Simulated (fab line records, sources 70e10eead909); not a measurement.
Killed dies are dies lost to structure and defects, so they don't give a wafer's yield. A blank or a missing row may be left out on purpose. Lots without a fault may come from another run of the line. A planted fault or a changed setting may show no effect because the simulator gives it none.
Which tool did it? | flow nand_harc | 13 lots, 39 wafers sampled, at 5 steps of a route of 1302

WHAT THE GAUGES READ, wafer by wafer
NHARC_END_SORT_01.
lot  | measured     | on        | defect_limited_yield (%) | killed_at_array | killed_at_other | killed_at_periphery | killed_dies | killed_open | killed_short
L350 | day 29 03:23 | prober-01 | 93.9 92.8 93.5           | 39 44 40        | 2 2 1           | 0 3 3               | 41 49 44    | 3 2 3       | 3 3 0

WHICH TOOL RAN EACH LOT (tool, then ch and the chambers of the sampled wafers, then the start)
lot  | NHARC_P_M0_ETCH_34                 | NHARC_P_M0_DEGAS_28          | NHARC_P_M0_PRE_CLEAN_29                 | NHARC_P_M1_SOFTBAKE_04
L338 | rie_diel-06 ch 1,2, day 6 01:26    | pvd_sputter-02, day 6 02:17  | pvd_sputter-02, day 6 04:00 or earlier  | litho_track-06 ch 0, day 6 04:00
L339 | rie_diel-04 ch 0,3, day 6 16:37    | pvd_sputter-02, day 6 17:32  | pvd_sputter-02, day 6 20:00 or earlier  | litho_track-01 ch 0, day 6 20:00
L340 | rie_diel-04 ch 1,2,3, day 6 17:09  | pvd_sputter-03, day 6 17:59  | pvd_sputter-03, day 6 20:00 or earlier  | litho_track-04 ch 0, day 6 20:00
L341 | rie_diel-04 ch 0,2,3, day 7 08:01  | pvd_sputter-01, day 7 08:50  | pvd_sputter-01, day 7 11:00 or earlier  | litho_track-04 ch 0, day 7 11:00
L342 | rie_diel-04 ch 0,1,2, day 7 15:12  | pvd_sputter-02, day 7 16:02  | pvd_sputter-02, day 7 18:00 or earlier  | litho_track-06 ch 0, day 7 18:00
L343 | rie_diel-06 ch 0,2,3, day 8 07:21  | pvd_sputter-02, day 8 08:17  | pvd_sputter-02, day 8 11:00 or earlier  | litho_track-01 ch 0, day 8 11:00
L345 | rie_diel-01 ch 0,1, day 9 05:24    | pvd_sputter-02, day 9 06:19  | pvd_sputter-02, day 9 08:00 or earlier  | litho_track-04 ch 0, day 9 08:00
L346 | rie_diel-04 ch 0,2, day 9 18:20    | pvd_sputter-03, day 9 19:10  | pvd_sputter-03, day 9 21:00 or earlier  | litho_track-06 ch 0, day 9 21:00
L347 | rie_diel-04 ch 1,2, day 10 01:41   | pvd_sputter-03, day 10 02:34 | pvd_sputter-03, day 10 05:00 or earlier | litho_track-04 ch 0, day 10 05:00
L350 | rie_diel-04 ch 1,2, day 11 00:14   | pvd_sputter-01, day 11 01:04 | pvd_sputter-01, day 11 03:00 or earlier | litho_track-01 ch 0, day 11 03:00
L349 | rie_diel-01 ch 0,3, day 11 00:40   | pvd_sputter-02, day 11 01:32 | pvd_sputter-02, day 11 04:00 or earlier | litho_track-06 ch 0, day 11 04:00
L355 | rie_diel-01 ch 0,2, day 13 06:48   | pvd_sputter-02, day 13 07:38 | pvd_sputter-02, day 13 10:00 or earlier | litho_track-04 ch 0, day 13 10:00
L358 | rie_diel-06 ch 0,1,2, day 14 06:44 | pvd_sputter-03, day 14 07:35 | pvd_sputter-03, day 14 10:00 or earlier | litho_track-04 ch 0, day 14 10:00
- NHARC_P_M0_ETCH_34: etches the open film in N2/H2, target depth 40 nm, overetch 12 nm, time 43.94 s.
- NHARC_P_M0_DEGAS_28: time 60 s.
- NHARC_P_M0_PRE_CLEAN_29: time 30 s.
- NHARC_P_M1_SOFTBAKE_04: time 55 s.

WHAT THE TOOLS THEMSELVES READ (means of the sampled wafers that have a number; where no wafer has one, the mark that the record gives instead)
NHARC_P_M0_ETCH_34.
lot  | tool        | drypump_motor_current_A (A) | oes_product_au (a.u.) | rf_vpp_V (V) | showerhead_plenum_p_Torr (Torr) | throttle_valve_pct (%)
L338 | rie_diel-06 | 6.0                         | 0.986                 | 430.3        | 2.03                            | 14.171
L339 | rie_diel-04 | 5.6                         | 1.004                 | 429.4        | 2.01                            | 14.175
L340 | rie_diel-04 | 5.7                         | 0.998                 | 430.8        | 2.05                            | 14.166
L341 | rie_diel-04 | 5.5                         | 1.002                 | 431.8        | 2.06                            | 14.176
L342 | rie_diel-04 | 5.5                         | 0.998                 | 430.4        | 2.04                            | 14.171
L343 | rie_diel-06 | 5.6                         | 1.002                 | 431.1        | 2.04                            | 14.179
L345 | rie_diel-01 | 5.6                         | 0.993                 | 427.6        | 1.94                            | 14.173
L346 | rie_diel-04 | 5.5                         | 0.999                 | 431.9        | 2.10                            | 14.166
L347 | rie_diel-04 | 5.6                         | 1.003                 | 429.7        | 2.03                            | 14.176
L350 | rie_diel-04 | 5.7                         | 0.998                 | 431.8        | 2.10                            | 14.166
L349 | rie_diel-01 | 5.9                         | 0.998                 | 434.5        | 2.20                            | 14.176
L355 | rie_diel-01 | 5.4                         | 0.993                 | 434.0        | 2.15                            | 14.171
L358 | rie_diel-06 | 5.7                         | 0.991                 | 429.1        | 1.97                            | 14.162

NHARC_P_M0_DEGAS_28.
lot  | tool           | heater_power_w (W)
L338 | pvd_sputter-02 | 373
L339 | pvd_sputter-02 | 363
L340 | pvd_sputter-03 | 304
L341 | pvd_sputter-01 | 337
L342 | pvd_sputter-02 | 373
L343 | pvd_sputter-02 | 374
L345 | pvd_sputter-02 | 363
L346 | pvd_sputter-03 | 312
L347 | pvd_sputter-03 | 319
L350 | pvd_sputter-01 | 345
L349 | pvd_sputter-02 | 370
L355 | pvd_sputter-02 | 357
L358 | pvd_sputter-03 | 354

NHARC_P_M0_PRE_CLEAN_29.
lot  | tool           | heater_power_w (W)
L338 | pvd_sputter-02 | 461
L339 | pvd_sputter-02 | 459
L340 | pvd_sputter-03 | 413
L341 | pvd_sputter-01 | 419
L342 | pvd_sputter-02 | 460
L343 | pvd_sputter-02 | 443
L345 | pvd_sputter-02 | 456
L346 | pvd_sputter-03 | 391
L347 | pvd_sputter-03 | 436
L350 | pvd_sputter-01 | 388
L349 | pvd_sputter-02 | 465
L355 | pvd_sputter-02 | 463
L358 | pvd_sputter-03 | 416

NHARC_P_M1_SOFTBAKE_04.
lot  | tool           | heater_power_total_W (W)
L338 | litho_track-06 | 188.37
L339 | litho_track-01 | 188.36
L340 | litho_track-04 | 188.39
L341 | litho_track-04 | 188.50
L342 | litho_track-06 | 188.48
L343 | litho_track-01 | 188.46
L345 | litho_track-04 | 188.47
L346 | litho_track-06 | 188.35
L347 | litho_track-04 | 188.47
L350 | litho_track-01 | 188.39
L349 | litho_track-06 | 188.46
L355 | litho_track-04 | 177.47
L358 | litho_track-04 | 177.59

THE ANSWER, worked out from the rows above alone
Rule: what is usual is taken from the lots themselves. Put in order of their means at a reading, lots are off if they are a third of the lots or fewer, leave a main group of 4 or more, and stand apart from it by a gap of 3 or more times the standard deviation of the main group's means; of several such gaps the widest counts. A main group whose means are all the same, to the digits that the tables above print for the reading, isn't used. A lot without any number at a reading at which 4 lots or more have one is off too. The other lots that the step has rows for count as sound. The gauges are gone through in route order, then the tools' own readings, and for those a lot's mean is taken as printed above. The first step at which some lot is off is used, and at that step the reading that is off furthest; a lot without a number counts as furthest.
Off: L355, L358, at NHARC_P_M1_SOFTBAKE_04 (heater_power_total_W). The main group: mean 188.43 W, standard deviation 0.053.
A tool fits if, at that step or a process step before it, it ran every lot that is off, and no sound lot after the first of them. NHARC_P_M0_PRE_CLEAN_29 gives no start for some lots, so the hours and the order of its lots are those of NHARC_P_M1_SOFTBAKE_04. One fits: litho_track-04 at NHARC_P_M1_SOFTBAKE_04. Its last sound lot is L347 (day 10 05:00), its first lot that is off L355 (day 13 10:00): a fault that began between those two fits.
The tool's own readings at NHARC_P_M1_SOFTBAKE_04 bear it out: on the lots that are off they differ by more than 5 times the standard deviation of the sound lots' means. heater_power_total_W reads 177.53 W there against 188.43 W on the sound lots.

WHAT THE SIMULATOR HAD PUT IN
Process parameter drift: litho_track-04, from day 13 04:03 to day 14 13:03, at NHARC_P_M1_SOFTBAKE_04. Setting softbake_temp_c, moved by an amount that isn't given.
Lots struck among those shown: L355, L358. The rule above found the same.
